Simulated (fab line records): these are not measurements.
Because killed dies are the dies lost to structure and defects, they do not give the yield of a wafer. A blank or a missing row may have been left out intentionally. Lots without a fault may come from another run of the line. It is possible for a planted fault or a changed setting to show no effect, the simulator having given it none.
Matching of chambers ; flow n5Finfet ; N5_FIN_SAQP_ETCH_65 on rieSi-01: 4 sister chambers
The step etches SiO2 in CF4, target depth 4 nm, time 4.4 s. 8 wafers are shown with their chamber, then 8 later ones without.

== EACH WAFER AND ITS CHAMBER ==
wafer;chamber;drypumpMotorCurrentA (A);oesProductAu (a.u.)
L084.1;2;5.75;1.033
L084.2;3;5.39;0.971
L086.1;2;5.78;1.032
L086.4;1;5.47;0.970
L086.6;1;5.48;0.974
L088.5;0;5.73;1.010
L088.6;3;5.38;0.970
L093.1;0;5.72;1.004

== WAFERS WHOSE CHAMBER IS MISSING ==
wafer;drypumpMotorCurrentA (A);oesProductAu (a.u.)
L093.4;5.40;0.964
L093.5;5.72;1.003
L095.1;5.73;1.006
L095.2;5.38;0.970
L095.4;5.51;0.991
L096.2;5.39;0.978
L096.3;5.74;1.013
L096.5;5.37;0.978

== THE CHAMBER EACH PASSED THROUGH ==
wafer;from the rows above;in truth
L093.4;3;3
L093.5;0;0
L095.1;0;0
L095.2;3;3
L095.4;1;1
L096.2;3;3
L096.3;0;0
L096.5;3;3
Placed correctly: 8 of 8. From these rows, 0 cannot be placed. Wrongly placed: 0.
How it was worked out, from the rows above alone: a wafer's distance from a chamber is the root of the sum, over the readings, of the square of ((its reading less the chamber's mean) divided by the reading's scatter). If the next closest chamber is less than 2 further off than the closest, the wafer can't be placed; otherwise it belongs to the closest. A chamber's mean is the mean of its shown wafers. How the scatter is found: for the shown wafers, subtract from each reading the mean of its chamber, square and add these, divide the total by (wafers less chambers), then take the root.
